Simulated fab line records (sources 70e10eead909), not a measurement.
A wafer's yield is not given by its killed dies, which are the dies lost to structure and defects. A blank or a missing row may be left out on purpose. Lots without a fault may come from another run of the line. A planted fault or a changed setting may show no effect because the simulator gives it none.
Chamber matching -- flow nand_harc -- NHARC_P_CONTACT_DEP_30 on pecvd-04 has 3 sister chambers
The step deposits SiNx, target thk 30 nm. 27 wafers are shown with their chamber, then 12 later ones without.

WAFERS PAIRED WITH THEIR CHAMBERS
wafer,chamber,heater_power_w (W)
L075.2,0,862
L075.3,1,704
L075.6,2,758
L076.1,1,750
L076.2,0,741
L076.3,2,791
L076.4,2,787
L076.5,0,729
L076.6,1,749
L077.3,0,767
L077.4,1,668
L077.5,2,714
L079.1,2,712
L079.5,0,862
L079.6,2,701
L080.1,0,727
L080.4,0,738
L080.5,1,775
L081.2,1,695
L081.3,0,817
L081.4,0,827
L082.2,2,790
L082.3,0,726
L082.5,0,732
L085.2,2,683
L085.4,1,734
L085.5,2,687

SIGNATURES, as means of the wafers listed above
reading,chamber 0,chamber 1,chamber 2,scatter within a chamber
heater_power_w,775.27,725.00,735.89,48.2
Rule: for each reading, subtract the chamber's mean from the wafer's reading, divide by that reading's scatter and square the result; add these up over the readings and take the root, which gives the wafer's distance from the chamber. The wafer belongs to the nearest chamber; if the next one is less than 2 further off, it can't be placed. How the scatter is found: for the shown wafers, subtract from each reading the mean of its chamber, square and add these, divide the total by (wafers less chambers), then take the root.

WAFERS WITHOUT THEIR CHAMBER
wafer,heater_power_w (W)
L088.2,818
L088.3,790
L088.5,817
L093.1,803
L093.4,792
L093.5,755
L094.1,779
L094.3,716
L094.4,802
L097.1,822
L097.2,741
L097.4,742

WHICH CHAMBER EACH ONE RAN IN
wafer,from the rows above,in truth
L088.2,can't be placed: 0 or 2 or 1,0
L088.3,can't be placed: 0 or 2 or 1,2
L088.5,can't be placed: 0 or 2 or 1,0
L093.1,can't be placed: 0 or 2 or 1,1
L093.4,can't be placed: 0 or 2 or 1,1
L093.5,can't be placed: 2 or 0 or 1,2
L094.1,can't be placed: 0 or 2 or 1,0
L094.3,can't be placed: 1 or 2 or 0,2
L094.4,can't be placed: 0 or 2 or 1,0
L097.1,can't be placed: 0 or 2 or 1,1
L097.2,can't be placed: 2 or 1 or 0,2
L097.4,can't be placed: 2 or 1 or 0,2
0 of 12 placed correctly. Cannot be placed on the basis of these rows: 12; the candidates contain the true chamber in 12. Placed wrongly: 0.
